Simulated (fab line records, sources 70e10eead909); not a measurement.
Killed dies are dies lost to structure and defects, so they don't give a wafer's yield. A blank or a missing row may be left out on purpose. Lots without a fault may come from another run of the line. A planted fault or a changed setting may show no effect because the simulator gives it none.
Tool commonality check | flow nand_harc | 4 lots, 12 wafers sampled

WHY IT WAS OPENED
At NHARC_END_SORT_01 the reading killed_at_array is flagged on 2 of 4 lots. Wafers without a fault read 27, standard deviation 11.
Rule: a lot is flagged when every wafer of it that has a number lies more than 4 standard deviations from that mean, or none has a number. The other lots count as sound.

lot  | measured     | on        | killed_at_array, wafer by wafer | flag
L278 | day 19 12:53 | prober-02 | 672 670 674                     | FLAGGED
L277 | day 19 13:11 | prober-01 | 672 670 674                     | FLAGGED
L288 | day 22 02:30 | prober-02 | 25 35 30                        |
L291 | day 23 06:32 | prober-02 | 30 23 25                        |
The numbers of the flagged lots are 672 on average: +645 against the usual, or +59 standard deviations.

WHICH TOOL RAN EACH LOT
The record holds 4 process steps before the reading, out of a route of 1159 steps. In each cell: the tool, then ch and the chambers that the sampled wafers went through, then the start.
lot  | flag    | NHARC_A_CONTACT_ETCH_122             | NHARC_A_CONTACT_ETCH_123             | NHARC_A_CONTACT_ETCH_90            | NHARC_A_CONTACT_ETCH_102
L278 | FLAGGED | har_cap_etch-02 ch 0,1, day 16 15:20 | har_cap_etch-02 ch 0,1, day 16 15:25 | rie_diel-04 ch 2,3, day 16 16:02   | rie_diel-04 ch 0,1, day 16 16:37
L277 | FLAGGED | har_cap_etch-01 ch 0,1, day 16 21:36 | har_cap_etch-01 ch 0,1, day 16 21:44 | rie_diel-07 ch 0,2,3, day 16 22:19 | rie_diel-07 ch 0,3, day 16 23:12
L288 |         | har_cap_etch-01 ch 0,1, day 19 11:58 | har_cap_etch-01 ch 0,1, day 19 12:03 | rie_diel-07 ch 0,1,2, day 19 12:39 | rie_diel-07 ch 1,2,3, day 19 13:12
L291 |         | har_cap_etch-03 ch 0, day 19 21:20   | har_cap_etch-03 ch 0, day 19 21:26   | rie_diel-04 ch 0,2,3, day 19 22:02 | rie_diel-07 ch 1,2,3, day 19 22:41
What these steps do:
- NHARC_A_CONTACT_ETCH_122: etches the open film in C4F8/O2/Ar, time 95 s, target depth 930 nm.
- NHARC_A_CONTACT_ETCH_123: etches the open film in C4F8/O2/Ar, time 253 s, target depth 1090 nm.
- NHARC_A_CONTACT_ETCH_90: etches the open film in CH3F/O2, target depth 40 nm, time 85.7 s.
- NHARC_A_CONTACT_ETCH_102: etches the open film in CF4/O2, target depth 70 nm, overetch 7 nm, time 38.5 s.
- NHARC_END_SORT_01

FLAGGED OVER TOTAL, TOOL BY TOOL (the gauges that took the reading come last)
step                     | tool            | lots run | flagged | share of the flagged lots | sound lots run after its first flagged lot
NHARC_A_CONTACT_ETCH_122 | har_cap_etch-01 | 2        | 1       | some                      | 1 (L288)
NHARC_A_CONTACT_ETCH_122 | har_cap_etch-02 | 1        | 1       | some                      | 0
NHARC_A_CONTACT_ETCH_122 | har_cap_etch-03 | 1        | 0       | none                      | -
NHARC_A_CONTACT_ETCH_123 | har_cap_etch-01 | 2        | 1       | some                      | 1 (L288)
NHARC_A_CONTACT_ETCH_123 | har_cap_etch-02 | 1        | 1       | some                      | 0
NHARC_A_CONTACT_ETCH_123 | har_cap_etch-03 | 1        | 0       | none                      | -
NHARC_A_CONTACT_ETCH_90  | rie_diel-04     | 2        | 1       | some                      | 1 (L291)
NHARC_A_CONTACT_ETCH_90  | rie_diel-07     | 2        | 1       | some                      | 1 (L288)
NHARC_A_CONTACT_ETCH_102 | rie_diel-04     | 1        | 1       | some                      | 0
NHARC_A_CONTACT_ETCH_102 | rie_diel-07     | 3        | 1       | some                      | 2 (L288,L291)
NHARC_END_SORT_01        | prober-01       | 1        | 1       | some                      | 0
NHARC_END_SORT_01        | prober-02       | 3        | 1       | some                      | 2 (L288,L291)

WHAT THE TABLE ALLOWS
No row of the table ran every flagged lot.

WHAT THE SIMULATOR HAD PUT IN
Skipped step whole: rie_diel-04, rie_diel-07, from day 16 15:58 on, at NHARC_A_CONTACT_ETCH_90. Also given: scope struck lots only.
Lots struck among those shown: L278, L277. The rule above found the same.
